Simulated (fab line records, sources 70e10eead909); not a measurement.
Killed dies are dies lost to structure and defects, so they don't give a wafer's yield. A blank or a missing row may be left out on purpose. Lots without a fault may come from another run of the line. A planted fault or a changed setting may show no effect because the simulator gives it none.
fab line records | flow nand_harc
record lots=13 wafers=38 last_day=32
route steps=1302 shown P_ZERO_WELL@12 P_STI@83 END@1302
lots that met no fault: from a run of the same line without faults
start_h: hours from the record's first day to the start of the lot's first wafer shown | wait_h: hours since the lot's step before | " the same as in the row above | L1.1+2: a row that stands for several wafers | - no value, or no start given | * or withheld: withheld | < > ~ a bound
route shown NAME@n: a module of which the file shows steps, and the number in the route of the first | usual: mean/standard deviation of fault-free wafers | same: alike in all rows | chamber/n: place in a boat | sites: the reading at each site | _std_site: their standard deviation | _edge_site: outer sites' mean less inner sites' | radius_mm: how far each site lies from the wafer's centre | mask NAME#n: copy n | behind: the tool/chamber that last shaped the wafer | hold: why the lot was held/for how many hours/how that ended | device: the transistor (n, p or np) that didn't switch | end of line: the same wafers' tests at the end of the route | a step without rows: its recipe alone | killed: dies lost to structure and defects at the first sort, not the wafer's yield | map: a wafer's dies, x killed, . not, _ none there
set.NAME: the setting as run; set.NAME@STEP: as run at that earlier step | model.NAME: the simulator's own value behind a step, which no gauge read
steps of the route over a sample of lots; a table a step, a row a wafer
services: from which hour (start_h, from the record's first day; less than 0 if before it) a tool's chamber was out of use, for how many hours, and why
## steps
# step NHARC_P_ZERO_WELL_PEB_09
# recipe peb_temp_c=128 peb_time_s=80
# columns lot.wafer tool chamber start_h wait_h
L709.1+4+5 litho_track-07 0 21.02 0.1
L710.1+5+6 litho_track-03 0 31.15 0.1
L711.2+3+4 litho_track-03 0 41.15 0.1
L712.2+5+6 litho_track-03 0 51.15 0.1
L714.3+5+6 litho_track-07 0 71.03 0.1
L715.4+6 litho_track-03 0 81.16 0.0
L723.2+3+5 litho_track-03 0 161.15 0.1
L724.3+4+5 litho_track-03 0 171.16 0.1
L725.1+3+6 litho_track-03 0 181.03 0.1
L726.1+3+4 litho_track-07 0 191.16 0.1
L728.3+5+6 litho_track-03 0 211.03 0.1
L729.1+4+5 litho_track-02 0 221.03 0.1
L731.1+5+6 litho_track-03 0 241.16 0.1
# step NHARC_P_ZERO_WELL_CD_MEAS_11
# recipe target_cd_nm=500 landing_energy_ev=500
# usual cd_nm=499.2/2
# same landing_energy_ev=500
# columns lot.wafer tool chamber start_h wait_h cd_nm
L709.1 cd_sem-01 0 21.11 - 497.3
L709.4 " 0 " " 497.7
L709.5 " 0 " " 495.8
L710.1 cd_sem-01 0 31.23 - 499.5
L710.5 " 0 " " 496.8
L710.6 " 0 " " 501.5
L711.2 cd_sem-03 0 41.24 - 503.9
L711.3 " 0 " " 501.7
L711.4 " 0 " " 500.3
L712.2 cd_sem-03 0 51.24 - 500.6
L712.5 " 0 " " 498.7
L712.6 " 0 " " 502.9
L714.3 cd_sem-01 0 71.12 - 496.8
L714.5 " 0 " " 497.6
L714.6 " 0 " " 495.6
L715.4 cd_sem-03 0 81.25 - 508.9
L715.6 " 0 " " 511.4
L723.2 cd_sem-01 0 161.24 - 499.6
L723.3 " 0 " " 500.5
L723.5 " 0 " " 500.6
L724.3 cd_sem-01 0 171.24 - 502.2
L724.4 " 0 " " 501.2
L724.5 " 0 " " 497.6
L725.1 cd_sem-03 0 181.11 - 499.9
L725.3 " 0 " " 498.0
L725.6 " 0 " " 498.2
L726.1 cd_sem-01 0 191.24 - 499.2
L726.3 " 0 " " 498.2
L726.4 " 0 " " 499.0
L728.3 cd_sem-02 0 211.12 - 500.2
L728.5 " 0 " " 502.1
L728.6 " 0 " " 500.2
L729.1 cd_sem-03 0 221.11 - 497.8
L729.4 " 0 " " 496.1
L729.5 " 0 " " 498.1
L731.1 cd_sem-01 0 241.25 - 502.9
L731.5 " 0 " " 499.9
L731.6 " 0 " " 497.6
# step NHARC_P_ZERO_WELL_DESCUM_13
# recipe time_s=3 o2_flow_sccm=200 ar_flow_sccm=0 bias_power_w=0 chemistry=O2
# usual drypump_motor_current_A=5.8/0.43 oes_product_au=0.997/0.01 rf_vpp_V=57.6/0.86 showerhead_plenum_p_Torr=1.87/0.066 throttle_valve_pct=11.312/0.0086
# columns lot.wafer tool chamber start_h wait_h drypump_motor_current_A oes_product_au rf_hours_counter_h rf_vpp_V showerhead_plenum_p_Torr throttle_valve_pct
L709.1 rie_diel-11 0 21.27 - 6.3 0.987 36 57.7 1.92 11.317
L709.4 " 3 " " 5.4 1.001 38 56.8 1.78 11.311
L709.5 " 1 " " 5.8 1.001 - 56.3 1.89 11.318
L710.1 rie_diel-04 2 31.39 - 5.6 1.017 7 57.9 1.91 11.308
L710.6 " 2 " " 5.5 1.013 - 58.1 1.91 11.329
L710.5 " 3 " " 5.6 1.000 - 57.6 1.82 11.316
L711.2 rie_diel-11 2 42.12 - 5.5 1.014 40 57.1 1.82 11.312
L711.3 " 3 " " 5.4 1.005 46 56.4 1.78 11.309
L711.4 " 0 " " 6.3 0.992 42 57.6 1.92 11.317
L712.2 rie_diel-04 3 51.42 - 5.6 0.979 14 58.3 1.82 11.322
L712.5 " 0 " " 6.6 1.013 - 56.7 1.98 11.325
L712.6 " 1 " " 5.7 0.985 - 58.4 1.96 11.319
L714.3 rie_diel-05 2 71.29 - 6.2 0.978 6 58.6 1.98 11.308
L714.6 " 0 " " 6.7 0.978 - 56.0 1.83 11.309
L714.5 " 1 " " 5.3 0.972 - 57.4 1.86 11.302
L715.4 rie_diel-04 1 81.40 - 5.6 0.996 20 58.3 1.96 11.343
L715.6 " 1 " " 5.7 0.983 - 58.6 1.96 11.301
L723.2 rie_diel-11 1 161.41 - 5.8 0.997 21 56.7 1.88 11.308
L723.3 " 2 " " 5.5 1.007 15 57.6 1.81 11.317
L723.5 " 3 " " 5.4 0.994 - 57.6 1.77 11.304
L724.4 rie_diel-04 3 171.47 - 5.6 0.984 56 56.2 1.80 11.306
L724.3 " 0 " " 6.6 1.017 49 58.4 1.97 11.309
L724.5 " 1 " " 5.7 0.990 - 57.6 1.95 11.315
L725.3 rie_diel-05 2 181.28 - 6.2 0.993 46 57.6 1.97 11.321
L725.1 " 0 " " 6.7 0.987 43 56.3 1.82 11.323
L725.6 " 1 " " 5.3 0.994 - 58.4 1.85 11.321
L726.1 rie_diel-11 0 191.40 - 6.2 0.995 31 57.1 1.91 11.314
L726.4 " 1 " " 5.8 0.994 35 58.0 1.88 11.316
L726.3 " 3 " " 5.4 0.993 33 56.6 1.77 11.309
L728.3 rie_diel-04 2 211.48 - 5.5 1.000 4 55.9 1.89 11.293
L728.6 " 2 " " 5.5 0.997 - 56.0 1.89 11.312
L728.5 " 3 " " 5.6 1.014 - 56.8 1.80 11.311
L729.4 rie_diel-11 0 221.27 - 6.2 0.987 43 57.7 1.90 11.316
L729.1 " 2 " " 5.5 0.994 37 57.9 1.81 11.324
L729.5 " 1 " " 5.8 0.977 - 58.6 1.87 11.313
L731.1 rie_diel-11 0 241.44 - 6.3 1.000 48 58.7 1.90 11.322
L731.6 " 2 " " 5.5 0.996 - 57.1 1.81 11.317
L731.5 " 3 " " 5.3 0.997 - 57.8 1.76 11.309
# step NHARC_P_STI_CD_MEAS_09
# recipe target_cd_nm=200 landing_energy_ev=500
# usual cd_nm=201.1/1.8
# same landing_energy_ev=500
# columns lot.wafer tool chamber start_h wait_h cd_nm
L709.1 cd_sem-02 0 45.98 - 201.1
L709.4 " 0 " " 202.7
L709.5 " 0 " " 199.6
L710.1 cd_sem-03 0 52.68 - 198.0
L710.5 " 0 " " 200.1
L710.6 " 0 " " 199.7
L711.2 cd_sem-02 0 64.65 - 202.2
L711.3 " 0 " " 200.0
L711.4 " 0 " " 204.4
L712.2 cd_sem-02 0 74.04 - 203.0
L712.5 " 0 " " 201.0
L712.6 " 0 " " 200.9
L714.3 cd_sem-03 0 92.58 - 199.6
L714.5 " 0 " " 198.9
L714.6 " 0 " " 200.1
L715.4 cd_sem-02 0 103.34 - 204.9
L715.6 " 0 " " 201.7
L723.2 cd_sem-03 0 184.31 - 198.5
L723.3 " 0 " " 200.3
L723.5 " 0 " " 197.6
L724.3 cd_sem-02 0 194.64 - 199.0
L724.4 " 0 " " 198.9
L724.5 " 0 " " 202.8
L725.1 cd_sem-02 0 203.08 - 198.0
L725.3 " 0 " " 200.9
L725.6 " 0 " " 197.9
L726.1 cd_sem-01 0 212.89 - 205.3
L726.3 " 0 " " 202.2
L726.4 " 0 " " 203.6
L728.3 cd_sem-02 0 232.54 - 202.7
L728.5 " 0 " " 200.3
L728.6 " 0 " " 203.1
L729.1 cd_sem-01 0 243.43 - 204.4
L729.4 " 0 " " 202.0
L729.5 " 0 " " 200.4
L731.1 cd_sem-03 0 263.81 - 202.2
L731.5 " 0 " " 202.5
L731.6 " 0 " " 202.9
# step NHARC_P_STI_OVL_MEAS_10
# usual overlay_x_nm=0/6 overlay_y_nm=0/5
# columns lot.wafer tool chamber start_h wait_h overlay_x_nm overlay_y_nm
L709.1 overlay-01 - 46.07 - 9 7
L709.4 " - " " 9 7
L709.5 " - " " 9 7
L710.1 overlay-02 - 52.77 - 16 0
L710.5 " - " " 17 0
L710.6 " - " " 16 0
L711.2 overlay-02 - 64.74 - -1 0
L711.3 " - " " -1 0
L711.4 " - " " -1 0
L712.2 overlay-01 - 74.13 - -5 -5
L712.5 " - " " -4 -5
L712.6 " - " " -5 -5
L714.3 overlay-02 - 92.66 - 3 3
L714.5 " - " " 3 2
L714.6 " - " " 3 3
L715.4 overlay-01 - 103.42 - -1 -2
L715.6 " - " " -2 -2
L723.2 overlay-01 - 184.40 - -6 -3
L723.3 " - " " -6 -2
L723.5 " - " " -5 -3
L724.3 overlay-01 - 194.73 - 3 -8
L724.4 " - " " 3 -8
L724.5 " - " " 3 -8
L725.1 overlay-02 - 203.17 - 3 8
L725.3 " - " " 3 7
L725.6 " - " " 4 8
L726.1 overlay-02 - 212.98 - -8 -5
L726.3 " - " " -9 -6
L726.4 " - " " -8 -5
L728.3 overlay-01 - 232.63 - 3 4
L728.5 " - " " 3 4
L728.6 " - " " 3 4
L729.1 overlay-02 - 243.53 - -2 1
L729.4 " - " " -1 1
L729.5 " - " " -2 1
L731.1 overlay-02 - 263.91 - 0 -4
L731.5 " - " " 0 -3
L731.6 " - " " 1 -3
# step NHARC_END_SORT_01
# recipe temp_c=25
# usual killed_at_array=62/15 killed_at_other=0.8/1 killed_at_periphery=3.7/2.6 killed_dies=66/15 killed_open=3.1/1.8 killed_short=2.6/1.7
# same gross_dies=677
# columns lot.wafer tool chamber start_h wait_h killed_at_array killed_at_other killed_at_periphery killed_dies killed_open killed_short
L726.1 prober-02 0 727.84 2.5 55 1 1 57 2 2
L726.3 prober-02 0 729.44 3.1 50 0 4 54 2 2
L726.4 prober-02 0 730.24 3.4 47 0 2 49 3 6
L728.3 prober-02 0 776.75 3.1 83 0 5 88 7 3
L728.5 prober-02 0 778.36 3.7 73 0 4 77 3 2
L728.6 prober-02 0 779.16 4.0 70 0 13 83 2 4
# killed by level:class
L726.1 A_CHANNEL_HOLE_D1:chamber_film_flake=35 A_CONTACT:chamber_film_flake=5 A_ZERO_WELL:chamber_film_flake=5 A_WL_FILL:chamber_film_flake=2 A_DECK1_JOINT:geometric_particle:open=1 A_ONON_D2:geometric_particle:short=1 A_WL_FILL:geometric_particle:short=1 A_BLC:geometric_particle:open=1
L726.3 A_CHANNEL_HOLE_D1:chamber_film_flake=31 A_WL_FILL:chamber_film_flake=5 A_CONTACT:chamber_film_flake=5 A_ZERO_WELL:chamber_film_flake=3 A_BLC:chamber_film_flake=2 P_CONTACT:geometric_particle:short=1 P_M2:geometric_particle:short=1 A_BLC:geometric_particle:open=1
L726.4 A_CHANNEL_HOLE_D1:chamber_film_flake=26 A_ZERO_WELL:chamber_film_flake=4 A_CONTACT:chamber_film_flake=4 A_SLIT:chamber_film_flake=3 A_ONON_D1:geometric_particle:open=2 A_M0:geometric_particle:short=2 P_M0:geometric_particle:open=1 A_SOURCE_PLATE:geometric_particle:short=1
L728.3 A_CHANNEL_HOLE_D1:chamber_film_flake=35 A_CHANNEL_HOLE_D2:chamber_film_flake=26 A_BONDPAD:chamber_film_flake=6 A_SLIT:chamber_film_flake=3 A_STAIRCASE:chamber_film_flake=3 A_CONTACT:chamber_film_flake=3 P_GATE:geometric_particle:open=2 A_ONON_D2:geometric_particle:short=2
L728.5 A_CHANNEL_HOLE_D2:chamber_film_flake=26 A_CHANNEL_HOLE_D1:chamber_film_flake=25 A_CONTACT:chamber_film_flake=7 P_CONTACT:chamber_film_flake=3 A_SLIT:chamber_film_flake=3 A_ONON_D2:geometric_particle:open=2 A_BONDPAD:chamber_film_flake=2 A_BLC:chamber_film_flake=2
L728.6 A_CHANNEL_HOLE_D1:chamber_film_flake=33 A_CHANNEL_HOLE_D2:chamber_film_flake=21 P_M1:chamber_film_flake=7 A_CONTACT:chamber_film_flake=7 A_SLIT:chamber_film_flake=4 P_CONTACT:chamber_film_flake=3 P_ZERO_WELL:geometric_particle:short=1 P_CONTACT:geometric_particle:short=1
## services
# columns tool chamber start_h hours kind
rie_diel-11 2 1.29 6.1 repair
rie_diel-04 - 1.35 9.0 pm
rie_diel-05 3 26.21 5.3 repair
rie_diel-05 - 43.15 0.7 repair
litho_track-02 - 52.00 7.0 pm
rie_diel-05 - 52.66 9.0 pm
rie_diel-05 - 64.39 0.2 repair
rie_diel-05 3 66.00 6.1 repair
litho_track-07 - 76.00 7.0 pm
rie_diel-11 - 79.46 9.0 pm
rie_diel-11 - 99.96 0.5 repair
litho_track-03 - 100.00 7.0 pm
rie_diel-05 - 103.48 0.1 repair
rie_diel-11 2 109.90 2.3 repair
rie_diel-11 2 118.34 20.8 repair
rie_diel-05 - 132.53 0.2 repair
rie_diel-04 1 149.36 2.1 repair
rie_diel-05 0 174.01 4.1 repair
rie_diel-04 - 180.72 9.0 pm
rie_diel-11 0 185.33 2.5 repair
rie_diel-05 0 185.82 1.2 repair
rie_diel-04 1 213.66 2.2 repair
litho_track-02 - 227.00 7.0 pm
rie_diel-05 - 229.66 9.0 pm
## key
first_sign step=NHARC_P_ZERO_WELL_CD_MEAS_11 reading=cd_nm direction=up sigmas=5.4 usual=499.2 struck=510.2
effect none on later readings
met_at NHARC_P_ZERO_WELL_PEB_09
struck_lots L715
struck_wafers L715.4,L715.6
tester_left_out L715
not_acting_at NHARC_P_ZERO_WELL_DESCUM_13,NHARC_P_STI_CD_MEAS_09,NHARC_P_STI_OVL_MEAS_10
onset_between 51.15 81.16
fault kind=process_parameter_drift tool=litho_track-03 chamber=- onset_h=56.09 steps=NHARC_P_ZERO_WELL_PEB_09 channel=peb_time_s offset=* shape=step end_h=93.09 scope=struck_wafers_only acts_in=* stated=*
# tester_left_out: of these lots the tester's yield and bins aren't shown, on N5 and GAA mostly nor the transistor test; their killed dies are dies lost to structure and defects alone, not to doping, threshold or leakage, so they don't give the yield
